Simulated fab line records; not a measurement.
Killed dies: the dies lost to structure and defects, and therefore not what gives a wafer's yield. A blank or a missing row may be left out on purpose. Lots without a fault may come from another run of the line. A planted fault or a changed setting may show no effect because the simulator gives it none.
Chamber matching / flow n5-finfet / N5_STI_FIN_REVEAL_ETCH_34 on rie-si-04 has 4 sister chambers
The step etches Si in H2, material Si, target depth 0.97 nm. 14 wafers are shown with their chamber, then 7 later ones without.

## WAFERS PAIRED WITH THEIR CHAMBERS
wafer=L075.1; chamber=1; drypump-motor-current-A (A)=5.7; oes-product-au (a.u.)=1.007
wafer=L075.3; chamber=3; drypump-motor-current-A (A)=6.5; oes-product-au (a.u.)=1.002
wafer=L075.6; chamber=0; drypump-motor-current-A (A)=4.8; oes-product-au (a.u.)=1.045
wafer=L076.1; chamber=2; drypump-motor-current-A (A)=5.6; oes-product-au (a.u.)=0.992
wafer=L076.2; chamber=1; drypump-motor-current-A (A)=5.7; oes-product-au (a.u.)=0.997
wafer=L076.3; chamber=3; drypump-motor-current-A (A)=6.5; oes-product-au (a.u.)=0.989
wafer=L083.1; chamber=0; drypump-motor-current-A (A)=4.8; oes-product-au (a.u.)=1.043
wafer=L083.3; chamber=1; drypump-motor-current-A (A)=5.7; oes-product-au (a.u.)=1.010
wafer=L083.6; chamber=3; drypump-motor-current-A (A)=6.5; oes-product-au (a.u.)=0.988
wafer=L085.4; chamber=2; drypump-motor-current-A (A)=5.6; oes-product-au (a.u.)=0.998
wafer=L085.5; chamber=3; drypump-motor-current-A (A)=6.5; oes-product-au (a.u.)=0.989
wafer=L085.6; chamber=2; drypump-motor-current-A (A)=5.6; oes-product-au (a.u.)=1.003
wafer=L090.3; chamber=2; drypump-motor-current-A (A)=5.7; oes-product-au (a.u.)=0.993
wafer=L090.4; chamber=3; drypump-motor-current-A (A)=6.4; oes-product-au (a.u.)=0.993

SIGNATURES (averages over the wafers above)
reading=drypump-motor-current-A; chamber 0=4.800; chamber 1=5.700; chamber 2=5.625; chamber 3=6.480; scatter within a chamber=0.0394
reading=oes-product-au; chamber 0=1.04400; chamber 1=1.00467; chamber 2=0.99650; chamber 3=0.99220; scatter within a chamber=0.00554
Rule: a wafer lies at a distance from a chamber equal to the root of the sum of squares, over the readings, of (its reading less the chamber's mean, divided by the reading's scatter). If the next closest chamber is less than 2 further off than the closest, the wafer can't be placed; otherwise it belongs to the closest. The scatter is the square root of a quotient: the sum, over the shown wafers, of each reading's squared deviation from its chamber's mean, divided by wafers minus chambers.

## WAFERS MISSING THEIR CHAMBER
wafer=L090.6; drypump-motor-current-A (A)=4.8; oes-product-au (a.u.)=1.022
wafer=L093.1; drypump-motor-current-A (A)=6.5; oes-product-au (a.u.)=0.998
wafer=L093.3; drypump-motor-current-A (A)=5.7; oes-product-au (a.u.)=1.009
wafer=L093.4; drypump-motor-current-A (A)=5.8; oes-product-au (a.u.)=1.012
wafer=L097.2; drypump-motor-current-A (A)=5.6; oes-product-au (a.u.)=0.996
wafer=L097.3; drypump-motor-current-A (A)=4.9; oes-product-au (a.u.)=1.036
wafer=L097.6; drypump-motor-current-A (A)=6.5; oes-product-au (a.u.)=0.983

## THE CHAMBER EACH PASSED THROUGH
wafer=L090.6; from the rows above=0; in truth=0
wafer=L093.1; from the rows above=3; in truth=3
wafer=L093.3; from the rows above=1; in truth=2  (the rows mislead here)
wafer=L093.4; from the rows above=1; in truth=1
wafer=L097.2; from the rows above=2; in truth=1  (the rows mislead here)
wafer=L097.3; from the rows above=0; in truth=0
wafer=L097.6; from the rows above=3; in truth=3
Placed correctly: 5 of 7. Number that these rows cannot place: 0. Wrongly placed: 2.
